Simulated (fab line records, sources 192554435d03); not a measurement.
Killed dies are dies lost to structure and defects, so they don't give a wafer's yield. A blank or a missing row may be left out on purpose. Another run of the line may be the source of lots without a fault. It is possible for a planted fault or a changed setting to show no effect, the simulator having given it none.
Problem report in the 8D (eight disciplines) form, filled by code + flow n5-finfet + the parts of the form that need people (team, actions taken, sign-off) are left out

## 1. WHAT WENT WRONG
Wafers without a fault read 0.07 Pa, standard deviation 0.00013; chamber-pressure-pa at N5_BEOL_M5_SPUTTER_81 reads a mean of 0.07 Pa on 2 wafers belonging to 2 lots. Relative to the usual mean, that is a shift of -28 standard deviations.
The step: material Cu, target thk 15 nm, time 27.62 s.
First observed at day 10 00:42: wafer L911.2, on pvd-sputter-01. The record has a number at this step for 33 wafers belonging to 11 lots. By rule, "out" or "out of limits" means more than 4 standard deviations away from the usual mean. The rest of the wafers with a number are treated as sound.

## 2. WHAT THIS IS AND IS NOT
| question                    | is                  | is not                                                                                             |
|-----------------------------|---------------------|----------------------------------------------------------------------------------------------------|
| which readings at this step | chamber-pressure-pa | throttle-valve-pct                                                                                 |
| which lots                  | L911, L916          | L903, L905, L906, L909, L917, L920, L924, L925, L926                                               |
| which wafers of those lots  | L911.2, L916.5      | L911.1, L911.6, L916.1, L916.4                                                                     |
| read on which tools         | pvd-sputter-01      | pvd-sputter-02, pvd-sputter-03                                                                     |
| when                        | from day 10 00:42   | up to then (14 sound wafers); but 17 sound wafers of L916, L917, L920, L924, L925, L926 came after |

## 3. WHAT RULES OUT EACH SUSPECT
Counting: if a tool at a process step up to the reading ran every lot that is out, it stays a suspect. Sound lots after the first of them don't rule it out here, since some wafers of a struck lot are sound.
- pvd-sputter-01 at N5_BEOL_M5_ANNEAL_49 (time 1800 s): kept. Ran every lot that is out, first one L911 (day 9 23:41); last sound lot up to then L909 (day 9 15:58).
- pvd-sputter-01 at N5_BEOL_M5_SPUTTER_81 (material Cu, target thk 15 nm, time 27.62 s): kept. Ran every lot that is out, first one L911 (day 10 00:42); last sound lot up to then L909 (day 9 16:58). Its own readings are out on those wafers: chamber-pressure-pa.
Remaining after the count are pvd-sputter-01 at N5_BEOL_M5_ANNEAL_49 and pvd-sputter-01 at N5_BEOL_M5_SPUTTER_81.

## 4. THE CAUSE (what the simulator had put in)
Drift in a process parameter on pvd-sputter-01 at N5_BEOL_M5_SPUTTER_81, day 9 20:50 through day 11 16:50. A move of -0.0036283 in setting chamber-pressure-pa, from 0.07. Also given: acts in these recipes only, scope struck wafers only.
After counting, 2 suspects remain, this tool included.

## 5. THE CHAIN OF EFFECTS, in route order
One row per reading whose mean, taken over the struck wafers that have a number, lies over 3 standard deviations from the usual. Scope: only readings with a usual standard deviation given in the record; hours: median across lots of the time from each lot's start at the first step in this table that gives one to its start at this step; sigmas: change in usual standard deviations.
| hours | step                  | reading             | usual   | on struck wafers | change | sigmas |
|-------|-----------------------|---------------------|---------|------------------|--------|--------|
| 0     | N5_BEOL_M5_SPUTTER_81 | chamber-pressure-pa | 0.07 Pa | 0.07             | +0.00  | -28    |
Process steps it contains:
- N5_BEOL_M5_SPUTTER_81: material Cu, target thk 15 nm, time 27.62 s.

## 6. WHAT WOULD HAVE CAUGHT IT SOONER
First out-of-limits reading in this record: day 10 00:42, which is 4 hours after fault onset at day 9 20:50.
